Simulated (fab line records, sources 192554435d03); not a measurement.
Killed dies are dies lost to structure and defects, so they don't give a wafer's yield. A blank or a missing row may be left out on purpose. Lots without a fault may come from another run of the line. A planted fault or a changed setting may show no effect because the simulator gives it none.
Chamber matching | flow n5_finfet | N5_BEOL_M1_CMP_52 on cmp-01: 4 sister chambers
The step polishes, stops on SiOC, t overpolish 6.8 s, target thk 40 nm. 8 wafers are shown with their chamber, then 7 later ones without.

WAFERS WITH THEIR CHAMBER
wafer  | chamber | motor_current_A (A) | overpolish_run_s (s)
L082.4 | 2       | 5.8                 | 6.801
L090.1 | 1       | 5.6                 | 6.798
L090.4 | 3       | 6.6                 | 6.786
L092.1 | 3       | 6.6                 | 6.799
L092.4 | 2       | 6.1                 | 6.804
L092.5 | 1       | 5.9                 | 6.790
L095.3 | 0       | 4.8                 | 6.793
L095.5 | 0       | 4.4                 | 6.807

WAFERS WITHOUT THEIR CHAMBER
wafer  | motor_current_A (A) | overpolish_run_s (s)
L095.6 | 6.5                 | 6.806
L096.1 | 6.5                 | 6.797
L096.3 | 4.6                 | 6.801
L096.5 | 6.6                 | 6.789
L094.1 | 4.6                 | 6.803
L094.5 | 5.7                 | 6.799
L094.6 | 4.8                 | 6.806

WHICH CHAMBER EACH WENT THROUGH
wafer  | from the rows above     | in truth
L095.6 | can't be placed: 3 or 2 | 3
L096.1 | can't be placed: 3 or 2 | 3
L096.3 | 0                       | 0
L096.5 | 3                       | 3
L094.1 | 0                       | 0
L094.5 | can't be placed: 1 or 2 | 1
L094.6 | 0                       | 0
Placed correctly: 4 of 7. Can't be placed from these rows: 3 (the true chamber is among the candidates in 3). Placed wrongly: 0.
How it was worked out, from the rows above alone: a wafer's distance from a chamber is the root of the sum, over the readings, of the square of ((its reading less the chamber's mean) divided by the reading's scatter). The wafer belongs to the nearest chamber; if the next one is less than 2 further off, it can't be placed. A chamber's mean is the mean of its shown wafers. The scatter: the root of (the sum of the squares of (reading less its chamber's mean) over the shown wafers, divided by (wafers less chambers)).
